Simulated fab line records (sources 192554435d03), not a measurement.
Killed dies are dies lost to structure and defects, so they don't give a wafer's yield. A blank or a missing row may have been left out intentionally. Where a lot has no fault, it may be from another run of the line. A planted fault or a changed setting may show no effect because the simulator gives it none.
Matching of chambers -- flow n5-finfet -- N5_BEOL_M8_ILD_DEP_00 on pecvd-02: 3 sister chambers
The step deposits SiCOH lowk from DEMS/porogen, target thk 179.75 nm, time 33.4 s. 22 wafers are shown with their chamber, then 11 later ones without.

== WAFERS, EACH WITH ITS CHAMBER ==
wafer,chamber,throttle-valve-pct (%),heater-power-w (W),showerhead-vpp-V (V)
L074.2,1,14.4,406,1380
L074.3,2,13.1,367,1403
L074.6,2,12.9,374,1388
L077.2,1,14.6,382,1377
L077.3,2,13.3,419,1386
L077.6,0,14.6,243,1341
L082.1,0,14.8,290,1366
L082.2,1,14.4,408,1375
L082.4,1,14.4,415,1366
L081.3,0,14.7,256,1349
L081.4,1,14.4,450,1365
L081.6,0,14.9,277,1349
L083.1,1,14.4,403,1377
L083.3,0,14.7,285,1359
L083.5,2,13.4,392,1411
L085.3,1,14.5,395,1388
L085.5,1,14.2,425,1368
L085.6,0,14.9,292,1347
L093.2,2,13.2,418,1403
L093.4,1,14.6,453,1350
L093.6,2,13.3,436,1407
L092.1,2,13.4,355,1381

SIGNATURES, as means of the wafers listed above
reading,chamber 0,chamber 1,chamber 2,scatter within a chamber
throttle-valve-pct,14.767,14.433,13.229,0.143
heater-power-w,273.83,415.22,394.43,25.3
showerhead-vpp-V,1351.83,1371.78,1397.00,10.8
Rule: a wafer's distance from a chamber is the root of the sum, over the readings, of the square of ((its reading less the chamber's mean) divided by the reading's scatter). The wafer belongs to the nearest chamber; if the next one is less than 2 further off, it can't be placed. The scatter: take each reading less its chamber's mean, square it, sum over the shown wafers, divide by the number of wafers less the number of chambers, and take the root.

== WAFERS MISSING THEIR CHAMBER ==
wafer,throttle-valve-pct (%),heater-power-w (W),showerhead-vpp-V (V)
L092.2,14.3,424,1371
L092.3,14.9,292,1324
L094.3,14.2,439,1336
L094.5,14.4,430,1360
L094.6,15.0,259,1362
L097.1,13.2,417,1378
L097.3,14.9,269,1347
L097.6,13.5,420,1390
L096.1,13.1,396,1362
L096.4,14.3,446,1348
L096.5,13.3,394,1385

== WHICH CHAMBER EACH ONE RAN IN ==
wafer,from the rows above,in truth
L092.2,1,1
L092.3,0,0
L094.3,1,1
L094.5,1,1
L094.6,0,0
L097.1,2,2
L097.3,0,0
L097.6,2,2
L096.1,2,2
L096.4,1,1
L096.5,2,2
Correctly placed: 11 of 11. Left unplaced by these rows: 0. Placed wrongly: 0.
